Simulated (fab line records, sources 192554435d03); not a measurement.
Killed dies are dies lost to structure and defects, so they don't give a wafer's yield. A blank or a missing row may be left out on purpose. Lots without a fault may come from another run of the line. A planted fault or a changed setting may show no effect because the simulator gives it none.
fab line records | flow n5_finfet
record lots=7 wafers=21
route steps=1938 shown BEOL_M15@1819 MIM_BOT_LITHO@1858 PASSIVATION@1921
start_h: hours from the record's first day to the start of the lot's first wafer shown | wait_h: hours since the lot's step before | " the same as in the row above | L1.1+2: a row that stands for several wafers | - no value, or no start given | * or withheld: withheld | < > ~ a bound
route shown NAME@n: a module of which the file shows steps, and the number in the route of the first | usual: mean/standard deviation of fault-free wafers | same: alike in all rows | chamber/n: place in a boat | sites: the reading at each site | _std_site: their standard deviation | _edge_site: outer sites' mean less inner sites' | radius_mm: how far each site lies from the wafer's centre | mask NAME#n: copy n | behind: the tool/chamber that last shaped the wafer | hold: why the lot was held/for how many hours/how that ended | device: the transistor (n, p or np) that didn't switch | end of line: the same wafers' tests at the end of the route | a step without rows: its recipe alone | killed: dies lost to structure and defects at the first sort, not the wafer's yield | map: a wafer's dies, x killed, . not, _ none there
set.NAME: the setting as run; set.NAME@STEP: as run at that earlier step | model.NAME: the simulator's own value behind a step, which no gauge read
lots whose settings were changed on purpose; a table a step, a row a wafer
## steps
# step N5_BEOL_M15_SPUTTER_43
# recipe material=TaN target_thk_a=150 temp_c=50 bias_v=168.6 power_w=15000 chamber_pressure_pa=0.12 time_s=24.19
# columns lot.wafer tool chamber start_h wait_h set.power_w model.TaN_of_BEOL_M15_SPUTTER_43.thk_nm
L074.3+4 pvd_sputter-01 - 295.55 0.0 15000 15
L074.6 " - " " 15000 14.8
L075.2 pvd_sputter-02 - 308.60 0.0 15000 15
L075.3 " - " " 13690 13.4
L075.5 " - " " 13690 13.6
L083.2+4 pvd_sputter-01 - 341.35 0.0 15000 14.8
L083.3 " - " " 14070 13.8
L088.2 pvd_sputter-03 - 382.86 0.0 15000 15.2
L088.3 " - " " 15000 15.4
L088.5 " - " " 15000 15
L091.3 pvd_sputter-01 - 396.58 0.0 15000 15
L091.4 " - " " 13960 13.8
L091.5 " - " " 15000 15.2
L096.1 pvd_sputter-01 - 425.83 0.0 17330 17
L096.2 " - " " 17330 17.2
L096.3 " - " " 17330 17.4
L097.2+4 pvd_sputter-01 - 450.29 0.0 15000 15
L097.3 " - " " 15000 14.8
# step N5_MIM_BOT_LITHO_EXPOSE_05
# recipe mask_id=MIM_BOT na=0.55 source_shape=conventional sigma_outer=0.8 polarization=unpolarized dose_mj=24.25
# columns lot.wafer tool chamber start_h wait_h mask set.dose_mj
L074.3 krf_scanner-02 0 301.32 - MIM_BOT#0 25.25
L074.4+6 " 0 " " MIM_BOT#0 24.25
L075.2+3+5 krf_scanner-02 0 315.63 - MIM_BOT#0 25.11
L083.2+3+4 krf_scanner-02 0 346.34 - MIM_BOT#0 24.25
L088.2+3+5 krf_scanner-02 0 388.84 - MIM_BOT#0 24.25
L091.3+4 krf_scanner-02 0 404.34 - MIM_BOT#0 22.48
L091.5 " 0 " " MIM_BOT#0 24.25
L096.1+2 krf_scanner-02 0 431.76 - MIM_BOT#0 24.25
L096.3 " 0 " " MIM_BOT#0 25.05
L097.2 krf_scanner-01 0 457.01 - MIM_BOT#0 23.63
L097.3+4 " 0 " " MIM_BOT#0 24.25
# step N5_MIM_BOT_LITHO_PEB_06
# recipe peb_temp_c=withheld peb_time_s=*
# step N5_MIM_BOT_LITHO_DEVELOP_07
# recipe develop_time_s=60 rinse_liquid=diw dry=air_spin dev_temp_c=21
# step N5_MIM_BOT_LITHO_HARDBAKE_09
# recipe temp_c=130 time_s=120
# step N5_MIM_BOT_LITHO_CD_MEAS_08
# recipe target_cd_nm=3000 landing_energy_ev=500 detector=se_inlens polarity=opening
# usual cd_nm=3000.4/1.2
# columns lot.wafer tool chamber start_h wait_h set.dose_mj@MIM_BOT_LITHO_EXPOSE_05 cd_nm
L074.3 cd_sem-01 0 301.49 - 25.25 3007.8
L074.4 " 0 " " 24.25 3000.1
L074.6 " 0 " " 24.25 2999.5
L075.2 cd_sem-01 0 315.81 - 25.11 3008.0
L075.3 " 0 " " 25.11 3005.4
L075.5 " 0 " " 25.11 3006.2
L083.2 cd_sem-02 0 346.51 - 24.25 2999.8
L083.3 " 0 " " 24.25 3000.7
L083.4 " 0 " " 24.25 3002.2
L088.2 cd_sem-02 0 389.02 - 24.25 3001.0
L088.3 " 0 " " 24.25 3002.0
L088.5 " 0 " " 24.25 3002.0
L091.3 cd_sem-03 0 404.50 - 22.48 2987.2
L091.4 " 0 " " 22.48 2987.1
L091.5 " 0 " " 24.25 3000.1
L096.1 cd_sem-01 0 431.94 - 24.25 3002.2
L096.2 " 0 " " 24.25 3002.3
L096.3 " 0 " " 25.05 3006.8
L097.2 cd_sem-01 0 457.18 - 23.63 2993.4
L097.3 " 0 " " 24.25 2998.7
L097.4 " 0 " " 24.25 2997.6
# step N5_PASSIVATION_EXPOSE_41
# recipe mask_id=PASS_OPEN na=0.55 defocus_nm=0 source_shape=conventional sigma_outer=0.8 polarization=unpolarized target_cd_nm=40000 dose_mj=57.25
# columns lot.wafer tool chamber start_h wait_h mask set.dose_mj
L074.3+4+6 krf_scanner-02 0 307.45 - PASS_OPEN#0 57.25
L075.2 krf_scanner-02 0 320.77 - PASS_OPEN#0 57.25
L075.3+5 " 0 " " PASS_OPEN#0 55.22
L083.2+4 krf_scanner-02 0 354.11 - PASS_OPEN#0 57.25
L083.3 " 0 " " PASS_OPEN#0 55.02
L088.2+3+5 krf_scanner-02 0 394.28 - PASS_OPEN#0 57.25
L091.3+4+5 krf_scanner-02 0 410.16 - PASS_OPEN#0 57.25
L096.1+2+3 krf_scanner-02 0 438.83 - PASS_OPEN#0 57.25
L097.2+3+4 krf_scanner-02 0 465.12 - PASS_OPEN#0 57.25
# step N5_PASSIVATION_PEB_42
# recipe peb_temp_c=withheld peb_time_s=*
# step N5_PASSIVATION_DEVELOP_43
# recipe develop_time_s=60 rinse_liquid=diw dry=air_spin dev_temp_c=21
# step N5_PASSIVATION_HARDBAKE_45
# recipe temp_c=130 time_s=120
# step N5_PASSIVATION_CD_MEAS_44
# recipe target_cd_nm=40000 landing_energy_ev=500 detector=se_inlens
# usual cd_nm=40000/3.3
# columns lot.wafer tool chamber start_h wait_h set.dose_mj@PASSIVATION_EXPOSE_41 cd_nm
L074.3 cd_sem-02 0 307.62 - 57.25 39999
L074.4 " 0 " " 57.25 39999
L074.6 " 0 " " 57.25 39999
L075.2 cd_sem-02 0 320.94 - 57.25 39999
L075.3 " 0 " " 55.22 39984
L075.5 " 0 " " 55.22 39986
L083.2 cd_sem-01 0 354.28 - 57.25 39996
L083.3 " 0 " " 55.02 39984
L083.4 " 0 " " 57.25 39994
L088.2 cd_sem-03 0 394.46 - 57.25 40004
L088.3 " 0 " " 57.25 40002
L088.5 " 0 " " 57.25 40007
L091.3 cd_sem-01 0 410.33 - 57.25 40006
L091.4 " 0 " " 57.25 40008
L091.5 " 0 " " 57.25 40005
L096.1 cd_sem-02 0 439.01 - 57.25 39998
L096.2 " 0 " " 57.25 40003
L096.3 " 0 " " 57.25 40005
L097.2 cd_sem-01 0 465.29 - 57.25 39999
L097.3 " 0 " " 57.25 39998
L097.4 " 0 " " 57.25 40001
## key
split step=N5_BEOL_M15_SPUTTER_43 setting=power_w stated=15000 by=wafer
response step=N5_BEOL_M15_SPUTTER_43 reading=model.TaN_of_BEOL_M15_SPUTTER_43.thk_nm change=+0.174 per=1% r=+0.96
split step=N5_MIM_BOT_LITHO_EXPOSE_05 setting=dose_mj stated=24.25 by=wafer
response step=N5_MIM_BOT_LITHO_CD_MEAS_08 reading=cd_nm change=+1.77 per=1% r=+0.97
split step=N5_PASSIVATION_EXPOSE_41 setting=dose_mj stated=57.25 by=wafer
response step=N5_PASSIVATION_CD_MEAS_44 reading=cd_nm change=+3.35 per=1% r=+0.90
